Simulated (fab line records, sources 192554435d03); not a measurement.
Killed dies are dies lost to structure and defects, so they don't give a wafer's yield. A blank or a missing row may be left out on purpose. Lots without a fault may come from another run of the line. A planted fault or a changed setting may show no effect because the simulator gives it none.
Problem report in the 8D (eight disciplines) form, filled by code | flow n5_finfet | the parts of the form that need people (team, actions taken, sign-off) are left out

1. THE PROBLEM
M3_ILD_THK at N5_BEOL_M3_THK_MEAS_01 reads a mean of 84.3 nm on 3 wafers of 2 lots; wafers without a fault read 78.9 nm with a standard deviation of 1. That is +5.4 standard deviations from the usual mean.
First seen on wafer L805.2, day 9 13:55, on film_metro-02. The record holds 30 wafers of 10 lots with a number at this step. Rule for "out", or "out of limits": more than 4 standard deviations from the usual mean. The other wafers with a number count as sound.

2. WHAT IT IS AND WHAT IT IS NOT
question                    | is                           | is not
which readings at this step | M3_ILD_THK                   | -
which lots                  | L805, L807                   | L795, L797, L798, L804, L809, L812, L816, L818
which wafers of those lots  | L805.2, L805.3, L807.3       | L805.5, L807.1, L807.4
read on which gauges        | film_metro-01, film_metro-02 | -
when                        | from day 9 13:55             | up to then (13 sound wafers); but 14 sound wafers of L807, L809, L812, L816, L818 came after

3. SUSPECTS, AND WHAT RULES EACH OUT
Counting: a tool at a process step up to the reading stays a suspect if it ran every lot that is out. Sound lots after the first of them don't rule it out here, since some wafers of a struck lot are sound.
- the gauge at N5_BEOL_M3_THK_MEAS_01: ruled out. The wafers that are out were read on 2 gauges (film_metro-01, film_metro-02).
- pvd_sputter-02 at N5_BEOL_M2_ANNEAL_87 (time 240 s): kept. It ran every lot that is out, first L805 (day 9 11:42).
- pvd_sputter-02 at N5_BEOL_M2_ANNEAL_89 (time 240 s): kept. It ran every lot that is out, first L805 (day 9 11:55).
- pvd_sputter-02 at N5_BEOL_M2_SPUTTER_94 (material Cu, target thk 4.5 nm, time 8.29 s): kept. It ran every lot that is out, first L805 (day 9 12:30).
- pecvd-03 at N5_BEOL_M3_ILD_DEP_00 (deposits SiOC from DEMS/O2, target thk 79 nm, time 15.3 s): kept. It ran every lot that is out, first L805 (day 9 13:50); its last sound lot up to then is L798 (day 8 09:05).
Left after counting: pvd_sputter-02 at N5_BEOL_M2_ANNEAL_87, pvd_sputter-02 at N5_BEOL_M2_ANNEAL_89, pvd_sputter-02 at N5_BEOL_M2_SPUTTER_94, pecvd-03 at N5_BEOL_M3_ILD_DEP_00.

4. THE CAUSE (what the simulator had put in)
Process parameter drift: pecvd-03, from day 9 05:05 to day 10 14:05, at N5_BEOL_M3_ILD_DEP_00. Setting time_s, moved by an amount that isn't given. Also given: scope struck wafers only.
Counting left 4 suspects, and this tool is among them.

5. THE CHAIN OF EFFECTS, in route order
Each row: a reading whose mean over the struck wafers that have a number lies more than 3 standard deviations from the usual. Only readings for which the record gives a usual standard deviation are gone through. hours: the time from each lot's start at the first step in this table that gives one to its start at this step, as a median over the lots. sigmas: the change in usual standard deviations.
hours | step                   | reading    | usual   | on struck wafers | change | sigmas
0     | N5_BEOL_M3_THK_MEAS_01 | M3_ILD_THK | 78.9 nm | 84.3             | +5.4   | +5.4
Later measuring or inspecting steps at which every struck wafer that the step has a row for has a number for every such reading, and none has moved that far: N5_BEOL_M4_RC_MEAS_101.

6. WHAT WOULD HAVE CAUGHT IT SOONER
In this record the first reading out of limits at a measuring or inspecting step was taken at day 9 13:55, 9 hours after the fault began at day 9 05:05.
Of the tool readings at N5_BEOL_M3_ILD_DEP_00 for which the record gives a usual standard deviation, none was out on any struck wafer, so an alarm limit of 4 standard deviations on them would not have fired.
Of the lots that are out (2), L807 began N5_BEOL_M3_ILD_DEP_00 on pecvd-03 after day 9 13:55. A hold on the tool at that time would have spared it.
